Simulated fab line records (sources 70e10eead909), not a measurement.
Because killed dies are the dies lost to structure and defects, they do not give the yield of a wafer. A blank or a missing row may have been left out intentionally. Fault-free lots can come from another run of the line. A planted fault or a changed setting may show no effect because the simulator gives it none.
Chamber matching -- flow nand-harc -- NHARC_A_BONDPAD_DESCUM_11 on rie-diel-03: 4 sister chambers
The step chemistry O2, time 3 s. 14 wafers are shown with their chamber, then 6 later ones without.

## WAFERS PAIRED WITH THEIR CHAMBERS
wafer,chamber,rf-vpp-V (V),oes-product-au (a.u.),throttle-valve-pct (%)
L890.1,2,58.1,1.018,11.313
L890.2,0,57.3,1.007,11.308
L890.3,1,59.1,1.016,11.327
L892.1,1,58.0,1.002,11.328
L892.2,0,56.4,1.010,11.303
L892.5,0,57.4,1.013,11.309
L893.3,0,57.5,1.009,11.323
L893.4,1,57.4,1.008,11.324
L893.6,0,58.2,1.016,11.309
L895.2,2,58.5,0.980,11.322
L895.5,3,57.9,1.005,11.313
L895.6,2,57.8,0.979,11.320
L902.2,0,57.4,0.980,11.316
L902.5,1,58.8,1.009,11.299

SIGNATURES (means of the wafers above)
reading,chamber 0,chamber 1,chamber 2,chamber 3,scatter within a chamber
rf-vpp-V,57.367,58.325,58.133,57.900,0.607
oes-product-au,1.00583,1.00875,0.99233,1.00500,0.0139
throttle-valve-pct,11.31133,11.31950,11.31833,11.31300,0.00929
Rule: distance of a wafer from a chamber = root of the sum over the readings of ((wafer's reading minus chamber's mean) / reading's scatter) squared. The wafer belongs to the nearest chamber; if the next one is less than 2 further off, it can't be placed. The scatter: the root of (the sum of the squares of (reading less its chamber's mean) over the shown wafers, divided by (wafers less chambers)).

## WAFERS WHOSE CHAMBER IS MISSING
wafer,rf-vpp-V (V),oes-product-au (a.u.),throttle-valve-pct (%)
L903.1,59.7,0.998,11.327
L903.2,57.2,0.968,11.321
L903.4,57.5,0.996,11.307
L904.3,58.1,1.007,11.307
L904.4,57.4,0.988,11.304
L904.6,57.5,0.983,11.308

## WHICH CHAMBER EACH WENT THROUGH
wafer,from the rows above,in truth
L903.1,can't be placed: 1 or 2 or 3 or 0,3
L903.2,can't be placed: 2 or 0 or 3 or 1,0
L903.4,can't be placed: 0 or 3 or 2 or 1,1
L904.3,can't be placed: 3 or 0 or 1 or 2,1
L904.4,can't be placed: 0 or 3 or 2 or 1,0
L904.6,can't be placed: 2 or 0 or 3 or 1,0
Placed correctly: 0 of 6. Not placeable from these rows: 6 (in 6, the candidates include the true chamber). Wrongly placed: 0.
